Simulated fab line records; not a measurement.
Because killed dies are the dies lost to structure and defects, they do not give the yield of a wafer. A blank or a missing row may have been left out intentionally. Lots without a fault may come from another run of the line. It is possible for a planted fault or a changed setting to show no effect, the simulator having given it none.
fab line records	flow n5_finfet
record: lots: 10	wafers: 30	last_day: 18
route steps=1938 shown BEOL_M8@1352
lots that met no fault: from a run of the same line without faults
start_h: hours from the record's first day to the start of the lot's first wafer shown	wait_h: time in hours since the lot's previous step	" as in the row above	L1.1+2: several wafers, shown together as one row	- no value present, or no start provided	* or withheld: withheld	< > ~ a bound
route shown NAME@n: names a module that has steps shown in the file, with the first one's number in the route	usual: mean and standard deviation over wafers with no fault	same: alike in all rows	chamber/n: place in a boat	sites: per-site readings	_std_site: standard deviation across them	_edge_site: mean of outer sites minus mean of inner sites	radius_mm: how far each site lies from the wafer's centre	mask NAME#n: copy n	behind: the last tool/chamber to shape the wafer	hold: why the lot was held/for how many hours/how that ended	device: transistor that didn't switch, given as n, p or np	end of line: at the end of the route, the tests of the same wafers	where a step has no rows: the recipe by itself	killed: at the first sort, the dies lost to defects and structure; wafer yield is something else	map: the dies of a wafer, with x for killed, . for not killed, _ for no die there
set.NAME: the setting that was run; set.NAME@STEP: the one run at that earlier step	model.NAME: the simulator's own value behind a step, which no gauge read
one table for each step of the route and one row for each wafer, over a sample of lots
services: a tool's chamber out of use, with start hour (start_h, from the record's first day; less than 0 if before it), hours out, and reason
== steps ==
step: N5_BEOL_M8_STRIP_67
recipe: chemistry: CF4	resist: SiARC	power_w: 300	bias_power_w: 75	pressure_mtorr: 50	cf4_flow_sccm: 150	rf_frequency_hz: 6e+07
usual: bias_power_w: 74.99/0.22	drypump_motor_current_A: 5.8/0.61	oes_product_au: 0.78/0.077	rf_vpp_V: 270.7/1.5	showerhead_plenum_p_Torr: 1.77/0.055	throttle_valve_pct: 13.57/0.28
lot.wafer	tool	chamber	start_h	wait_h	bias_power_w	drypump_motor_current_A	oes_product_au	rf_hours_counter_h	rf_vpp_V	showerhead_plenum_p_Torr	throttle_valve_pct
L811.3	rie_diel-06	1	226.71	0.0	75.27	5.8	0.96	4	272.2	1.83	13.17
L811.5	"	2	"	"	75.03	5.3	0.82	-	270.0	1.74	13.26
L811.6	"	3	"	"	74.91	4.8	0.76	-	269.8	1.71	13.50
L815.3	rie_diel-05	0	232.63	0.0	74.68	5.2	0.68	244	272.3	1.85	13.83
L815.4	"	0	"	"	74.90	5.3	0.67	-	270.2	1.85	13.82
L815.5	"	3	"	"	74.82	6.7	0.72	-	267.3	1.71	13.85
L814.1	rie_diel-05	1	233.00	0.0	74.78	6.0	0.81	86	270.9	1.74	13.61
L814.4	"	0	"	"	75.14	5.2	0.68	-	272.6	1.85	13.81
L814.5	"	1	"	"	75.16	5.9	0.81	-	271.0	1.74	13.59
L818.2	rie_diel-01	1	259.90	0.0	74.95	5.3	0.72	203	271.4	1.77	13.91
L818.4	"	0	"	"	74.80	6.2	0.90	35	272.2	1.89	13.08
L818.6	"	2	"	"	74.72	6.7	0.73	-	272.1	1.79	13.69
L819.1	rie_diel-01	1	260.16	0.0	74.67	5.3	0.72	203	271.1	1.77	13.93
L819.3	"	0	"	"	75.47	6.2	0.90	35	273.9	1.89	13.07
L819.5	"	2	"	"	74.85	6.7	0.73	-	270.1	1.79	13.67
L825.1	rie_diel-06	3	296.51	0.0	75.37	4.8	0.74	180	268.5	1.70	13.55
L825.2	"	1	"	"	74.60	5.8	0.89	31	271.9	1.82	13.23
L825.3	"	2	"	"	74.96	5.3	0.80	105	270.4	1.73	13.31
L826.2	rie_diel-06	3	318.11	0.0	74.92	4.8	0.73	188	270.3	1.70	13.56
L826.4	"	0	"	"	74.84	6.4	0.70	209	270.9	1.71	13.89
L826.6	"	3	"	"	75.11	4.8	0.73	-	270.7	1.70	13.56
L828.2	rie_diel-06	1	334.59	0.0	75.03	5.8	0.86	46	272.0	1.82	13.29
L828.3	"	0	"	"	74.94	6.4	0.70	215	268.1	1.71	13.92
L828.4	"	2	"	"	74.89	5.2	0.78	-	270.4	1.73	13.38
L831.2	rie_diel-06	2	349.16	0.0	75.44	5.3	0.78	124	267.7	1.73	13.38
L831.3	"	3	"	"	75.04	4.8	0.72	197	267.8	1.70	13.58
L831.5	"	2	"	"	75.24	5.3	0.77	-	269.4	1.73	13.38
L832.1	rie_diel-01	1	366.92	0.0	75.32	5.3	0.70	237	268.6	1.76	13.99
L832.4	"	3	"	"	75.04	5.9	0.86	53	271.3	1.81	13.30
L832.5	"	3	"	"	75.00	5.9	0.86	-	273.3	1.81	13.29
step: N5_BEOL_M8_OVL_MEAS_29
recipe: points_per_wafer: 522
usual: V7_OVL: -0.1/0.72
lot.wafer	tool	chamber	start_h	wait_h	V7_OVL[nm]
L811.3	overlay-02	0	228.35	0.0	-1.5
L811.5	"	0	"	"	-1.1
L811.6	"	0	"	"	-1.3
L815.3	overlay-01	0	234.61	0.0	1.2
L815.4	"	0	"	"	0.7
L815.5	"	0	"	"	-0.3
L814.1	overlay-01	0	234.69	0.0	-1.5
L814.4	"	0	"	"	-1.3
L814.5	"	0	"	"	-2.0
L819.1	overlay-01	0	261.43	0.0	0.7
L819.3	"	0	"	"	0.2
L819.5	"	0	"	"	0.1
L818.2	overlay-02	0	261.61	0.0	0.1
L818.4	"	0	"	"	-0.8
L818.6	"	0	"	"	-0.2
L825.1	overlay-02	0	300.19	0.0	0.8
L825.2	"	0	"	"	-0.9
L825.3	"	0	"	"	-0.5
L826.2	overlay-02	0	319.63	0.0	0.7
L826.4	"	0	"	"	0.8
L826.6	"	0	"	"	0.4
L828.2	overlay-02	0	336.25	0.0	0.2
L828.3	"	0	"	"	-0.4
L828.4	"	0	"	"	-0.3
L831.2	overlay-02	0	351.18	0.0	1.2
L831.3	"	0	"	"	-0.6
L831.5	"	0	"	"	0.6
L832.1	overlay-01	0	371.50	0.0	1.4
L832.4	"	0	"	"	-0.1
L832.5	"	0	"	"	1.4
step: N5_BEOL_M8_ETCH_66
recipe: chemistry: N2/H2	target: SOC	target_depth_a: 800	overetch_a: 160	mask_material: SiARC	temp_c: 40	time_s: 120	ion_energy_ev: 200	pressure_mtorr: 30	source_w: 840	bias_w: 150	n2_flow_sccm: 200	h2_flow_sccm: 200
usual: drypump_motor_current_A: 5.9/0.56	oes_product_au: 0.61/0.068	rf_fwd_power_W: 835/3.1	rf_vpp_V: 523.6/2.8	showerhead_plenum_p_Torr: 2.54/0.095	throttle_valve_pct: 17.80/0.23
same: time_s: 120
lot.wafer	tool	chamber	start_h	wait_h	drypump_motor_current_A	oes_product_au	rf_fwd_power_W	rf_hours_counter_h	rf_vpp_V	showerhead_plenum_p_Torr	throttle_valve_pct
L811.3	rie_diel-01	2	228.55	0.0	6.7	0.57	838	191	523.4	2.53	17.82
L811.5	"	0	"	"	6.2	0.70	832	-	527.8	2.72	17.55
L811.6	"	3	"	"	5.9	0.74	836	-	525.9	2.60	17.40
L815.3	rie_diel-01	0	234.96	0.0	6.2	0.70	833	27	528.9	2.72	17.54
L815.4	"	2	"	"	6.7	0.57	831	193	524.1	2.53	17.80
L815.5	"	1	"	"	5.3	0.56	835	-	523.5	2.52	18.06
L814.1	rie_diel-01	2	235.36	0.0	6.7	0.57	840	193	523.2	2.53	17.82
L814.4	"	0	"	"	6.2	0.70	840	27	528.1	2.71	17.56
L814.5	"	2	"	"	6.7	0.57	835	-	522.7	2.53	17.81
L819.1	rie_diel-01	3	261.84	0.0	5.9	0.71	634	14	575.5	2.59	17.41
L819.3	"	2	"	"	6.7	0.56	632	203	573.1	2.53	17.84
L819.5	"	0	"	"	6.2	0.69	635	-	578.0	2.71	17.56
L818.2	rie_diel-01	0	262.34	0.0	6.2	0.68	632	36	577.9	2.71	17.56
L818.4	"	1	"	"	5.3	0.55	631	204	572.4	2.52	18.07
L818.6	"	3	"	"	5.9	0.71	642	-	574.5	2.59	17.43
L825.1	rie_diel-06	1	300.37	0.0	5.8	0.67	841	33	524.6	2.60	17.62
L825.2	"	0	"	"	6.4	0.54	832	203	519.0	2.42	18.04
L825.3	"	3	"	"	4.8	0.56	833	182	520.1	2.44	17.94
L826.2	rie_diel-06	0	319.79	0.0	6.4	0.54	836	210	520.1	2.42	18.05
L826.4	"	2	"	"	5.3	0.60	833	113	520.1	2.46	17.63
L826.6	"	2	"	"	5.3	0.60	835	-	522.1	2.46	17.64
L828.2	rie_diel-01	2	336.42	0.0	6.7	0.55	833	228	523.9	2.52	17.86
L828.3	"	0	"	"	6.2	0.65	838	62	530.6	2.70	17.62
L828.4	"	2	"	"	6.7	0.55	833	-	524.7	2.52	17.89
L831.2	rie_diel-05	3	351.39	0.0	6.7	0.74	832	3	529.2	2.71	17.59
L831.3	"	2	"	"	5.6	0.57	840	183	523.6	2.51	17.78
L831.5	"	3	"	"	6.7	0.75	830	-	529.3	2.71	17.59
L832.1	rie_diel-06	3	371.67	0.0	4.8	0.54	837	206	521.2	2.43	17.97
L832.4	"	2	"	"	5.3	0.58	837	133	521.1	2.45	17.67
L832.5	"	2	"	"	5.3	0.59	834	-	520.1	2.45	17.66
step: N5_BEOL_M8_STRIP_36
recipe: chemistry: N2/H2	power_w: 450	temp_c: 40	pressure_mtorr: 20	rf_frequency_hz: 6e+07	overash_fraction: 0.3	bias_power_w: 7	h2_frac: 0.5	n2_flow_sccm: 200	h2_flow_sccm: 200
usual: bias_power_w: 6.995/0.021	drypump_motor_current_A: 5.9/0.57	oes_product_au: 0.80/0.099	rf_vpp_V: 59.1/1.6	showerhead_plenum_p_Torr: 2.53/0.095	throttle_valve_pct: 23.64/0.25
lot.wafer	tool	chamber	start_h	wait_h	bias_power_w	drypump_motor_current_A	oes_product_au	rf_hours_counter_h	rf_vpp_V	showerhead_plenum_p_Torr	throttle_valve_pct
L811.3	rie_diel-01	2	228.71	0.0	6.993	6.7	0.75	191	57.7	2.53	23.58
L811.5	"	0	"	"	6.981	6.2	0.93	-	62.3	2.71	23.61
L811.6	"	3	"	"	6.998	5.9	0.97	-	56.4	2.59	23.13
L815.3	rie_diel-01	0	235.11	0.0	6.957	6.2	0.92	27	57.4	2.71	23.61
L815.4	"	2	"	"	7.028	6.7	0.73	193	60.7	2.53	23.60
L815.5	"	1	"	"	6.988	5.3	0.72	-	59.4	2.51	23.78
L814.1	rie_diel-01	2	235.51	0.0	6.961	6.7	0.74	193	57.3	2.53	23.59
L814.4	"	0	"	"	7.009	6.2	0.94	27	61.2	2.71	23.59
L814.5	"	2	"	"	6.984	6.7	0.74	-	63.4	2.53	23.56
L819.1	rie_diel-01	3	261.99	0.0	7.026	5.9	0.94	14	58.9	2.59	23.13
L819.3	"	2	"	"	7.011	6.7	0.74	203	59.4	2.52	23.60
L819.5	"	0	"	"	7.039	6.2	0.91	-	58.1	2.71	23.60
L818.2	rie_diel-01	0	262.50	0.0	7.019	6.2	0.91	36	58.0	2.71	23.59
L818.4	"	1	"	"	7.011	5.3	0.70	204	57.8	2.51	23.78
L818.6	"	3	"	"	6.982	5.9	0.93	-	57.3	2.59	23.12
L825.1	rie_diel-06	1	300.52	0.0	6.998	5.8	0.88	33	57.8	2.60	23.56
L825.2	"	0	"	"	6.981	6.4	0.69	203	59.4	2.42	23.72
L825.3	"	3	"	"	6.983	4.8	0.74	182	57.2	2.43	23.79
L826.2	rie_diel-06	0	319.95	0.0	6.968	6.4	0.70	210	58.7	2.41	23.76
L826.4	"	2	"	"	6.994	5.3	0.79	114	59.2	2.45	23.50
L826.6	"	2	"	"	7.002	5.2	0.79	-	60.0	2.45	23.52
L828.2	rie_diel-01	2	336.57	0.0	7.000	6.7	0.72	229	57.7	2.51	23.61
L828.3	"	0	"	"	7.000	6.2	0.87	62	61.3	2.70	23.61
L828.4	"	2	"	"	7.015	6.7	0.72	-	60.3	2.51	23.63
L831.2	rie_diel-05	3	351.54	0.0	6.973	6.7	0.98	3	60.3	2.70	23.47
L831.3	"	2	"	"	6.941	5.6	0.75	183	60.9	2.51	23.49
L831.5	"	3	"	"	7.023	6.7	1.00	-	58.4	2.70	23.45
L832.1	rie_diel-06	3	371.82	0.0	7.007	4.8	0.71	206	60.6	2.42	23.83
L832.4	"	2	"	"	6.996	5.3	0.77	133	60.4	2.44	23.50
L832.5	"	2	"	"	7.014	5.3	0.77	-	59.4	2.44	23.53
== services ==
tool	chamber	start_h	hours	kind
rie_diel-06	-	209.18	0.3	repair
rie_diel-06	-	210.01	4.8	repair
rie_diel-06	1	216.20	8.8	repair
rie_diel-06	2	216.94	4.0	repair
rie_diel-06	0	227.20	14.4	repair
rie_diel-05	-	236.83	0.2	repair
rie_diel-06	2	241.76	6.5	repair
rie_diel-01	1	255.42	3.4	repair
rie_diel-05	0	265.60	-	clean
rie_diel-05	0	265.60	-	consumable_replace:focus_ring
rie_diel-05	0	265.60	22.7	scheduled_down
rie_diel-05	0	265.60	22.7	vent_cycle
rie_diel-01	2	270.68	4.7	repair
rie_diel-05	-	273.86	14.6	pm
rie_diel-05	3	314.94	11.0	repair
rie_diel-05	3	326.15	-	clean
rie_diel-05	3	326.15	-	consumable_replace:focus_ring
rie_diel-05	3	326.15	-	consumable_replace:showerhead
rie_diel-05	3	326.15	16.1	scheduled_down
rie_diel-05	3	326.15	16.1	vent_cycle
rie_diel-06	3	333.55	2.8	repair
rie_diel-06	-	334.62	0.7	repair
rie_diel-05	1	355.36	13.1	repair
== key ==
first_sign: step: N5_BEOL_M8_ETCH_66	reading: rf_fwd_power_W	direction: down	sigmas: 66	usual: *	struck: *
effect: step: N5_BEOL_M8_ETCH_66	reading: rf_vpp_V	direction: up	sigmas: 19	usual: 523.6	struck: 575.2
met_at N5_BEOL_M8_ETCH_66
struck_lots L818,L819
not_acting_at N5_BEOL_M8_STRIP_67,N5_BEOL_M8_OVL_MEAS_29,N5_BEOL_M8_STRIP_36
onset_between 235.36 261.84
fault: kind: process_parameter_drift	tool: rie_diel-01	chamber: -	onset_h: 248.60	steps: N5_BEOL_M8_ETCH_66	channel: source_w	offset: -201.6	shape: step	end_h: 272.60	acts_in: these_recipes_only	stated: 840
